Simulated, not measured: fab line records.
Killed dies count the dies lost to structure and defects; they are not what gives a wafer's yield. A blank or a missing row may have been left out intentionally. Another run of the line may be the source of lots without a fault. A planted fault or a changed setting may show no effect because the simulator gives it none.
Struck lot and sound lot, side by side / flow n5-finfet / 37 steps out of a route of 1938
Sound: the wafers L254.1, L254.5, L254.6. Wafers struck: L264.3, L264.5. The cause is named last.
Each step with rows lists, per side, the tool, then ch with its chambers, then its first start. Under that, the readings that differ: sound wafers / struck wafers / difference of the means / sigmas: that difference in standard deviations of wafers without a fault.
alike: words and numbers the same on both sides, and readings whose means are apart by under 2 such deviations; not compared: readings that were withheld, readings missing a value for some wafer, numbers with overlapping values and no deviation given by the record, and bounds like >300 which may hide the same value.
The two part at a step that has a row with sigmas, a row that says differs or no value, or rows on one side only. Numbers that have no deviation but don't overlap get no sigmas and don't part them. A reading missing from all wafers of one side parts the sides only when that side holds two or more wafers.

first, 8 steps without rows for these wafers: N5_BEOL_M3_ECD_50 (material Cu, target thk 300 nm); N5_BEOL_M3_ANNEAL_51 (time 90 s); N5_BEOL_M3_CMP_52 (polishes, stops on SiOC, t overpolish 6.8 s, target thk 40 nm); N5_BEOL_M3_PRE_CLEAN_60 (time 15 s); N5_BEOL_M3_CO_CAP_55 (material Co, precursor CCTBA/H2, target thk 2 nm, time 102.1 s); N5_BEOL_M3_PRE_CLEAN_56 (time 15 s); N5_BEOL_M3_DEP_57 (deposits SiCN from 3MS/NH3, target thk 8 nm, time 14 s); N5_BEOL_M4_ILD_DEP_00 (deposits SiOC from DEMS/O2, target thk 79 nm, time 15.3 s).
N5_BEOL_M4_PECVD_72: deposits SiO2 from TEOS/O2, target thk 16 nm, time 18 s.
  sound on pecvd-04 ch 0,2, day 8 10:26; struck on pecvd-04 ch 2, day 10 20:44
reading=model.SiO2_of_BEOL_M4_PECVD_72.thk-nm (nm); sound=16 16 16.4; struck=8.2 8.4; difference=-7.8; sigmas=
  alike: heater-power-w, showerhead-plenum-p-Torr, throttle-valve-pct
then, 25 steps without rows for these wafers: N5_BEOL_M4_HM_DEP_02 (deposits TiN, target thk 20 nm); N5_BEOL_M4_COAT_61 (time 60 s, resist thk 60 nm); N5_BEOL_M4_COAT_62 (time 60 s, resist thk 12 nm); N5_BEOL_M4_COAT_73 (time 60 s, resist thk 5 nm); N5_BEOL_M4_COAT_05 (resist thk 30 nm); N5_BEOL_M4_EBR_07; N5_BEOL_M4_SOFTBAKE_06 (time 60 s); N5_BEOL_M4_EXPOSE_08 (exposes mask M4); N5_BEOL_M4_PEB_09 (peb time 60 s); N5_BEOL_M4_DEVELOP_10 (develop time 30 s); N5_BEOL_M4_DESCUM_16 (chemistry O2, time 7 s); N5_BEOL_M4_ETCH_74 (etches underlayer in N2/H2, target depth 6.5 nm, time 5.2 s); N5_BEOL_M4_ETCH_63 (etches SiARC in CF4, target depth 15.6 nm, time 26 s); N5_BEOL_M4_ETCH_64 (etches SOC in N2/H2, target depth 75 nm, overetch 22.5 nm, time 121.9 s); N5_BEOL_M4_STRIP_65 (strips in N2/H2); N5_BEOL_M4_STRIP_75 (strips in N2/H2); N5_BEOL_M4_STRIP_66 (strips in CF4); N5_BEOL_M4_HM_OPEN_17 (chemistry Cl2/BCl3, target TiN, target depth 20 nm, overetch 6 nm); N5_BEOL_M4_STRIP_19 (strips in O2); N5_BEOL_M4_COAT_67 (time 60 s, resist thk 60 nm); N5_BEOL_M4_COAT_68 (time 60 s, resist thk 12 nm); N5_BEOL_M4_COAT_76 (time 60 s, resist thk 5 nm); N5_BEOL_M4_COAT_22 (resist thk 30 nm); N5_BEOL_M4_EBR_24; N5_BEOL_M4_SOFTBAKE_23 (time 60 s).
N5_BEOL_M4_HM_STRIP_39: strips TiN in peroxide tin strip, target depth 25 nm, time 158 s.
  sound on wet-bench-05 ch 2,3,4, day 8 17:33; struck on wet-bench-03 ch 3,5, day 11 10:52
reading=model.SiO2_of_BEOL_M4_PECVD_72.thk-nm (nm); sound=15.8 15.8 16.2; struck=8.2 8.2; difference=-7.7; sigmas=
N5_BEOL_M4_CMP_52: polishes, stops on SiOC, t overpolish 6.8 s, target thk 40 nm.
  sound on cmp-02 ch 0,1,3, day 8 22:50; struck on cmp-02 ch 2,3, day 11 15:43
reading=barrier-field-endpoint-s (s); sound=24.4 24.2 25.4; struck=14.8 15.2; difference=-9.7; sigmas=-14
  alike: edge-zone-pressure-frac, motor-current-A
N5_BEOL_M4_RC_MEAS_101:
  sound on prober-01 ch 0, day 8 23:22; struck on prober-02 ch 0, day 11 16:35
  alike: DIBL_N, DIBL_P, IOFF_N, IOFF_P, ION_N, ION_P, SS_N, SS_P, VT_N, VT_P

WHERE THEY PART
N5_BEOL_M4_CMP_52 only, going by this record. Later steps at which nothing parts them and some readings are alike: N5_BEOL_M4_RC_MEAS_101.

WHY: the cause the simulator had injected
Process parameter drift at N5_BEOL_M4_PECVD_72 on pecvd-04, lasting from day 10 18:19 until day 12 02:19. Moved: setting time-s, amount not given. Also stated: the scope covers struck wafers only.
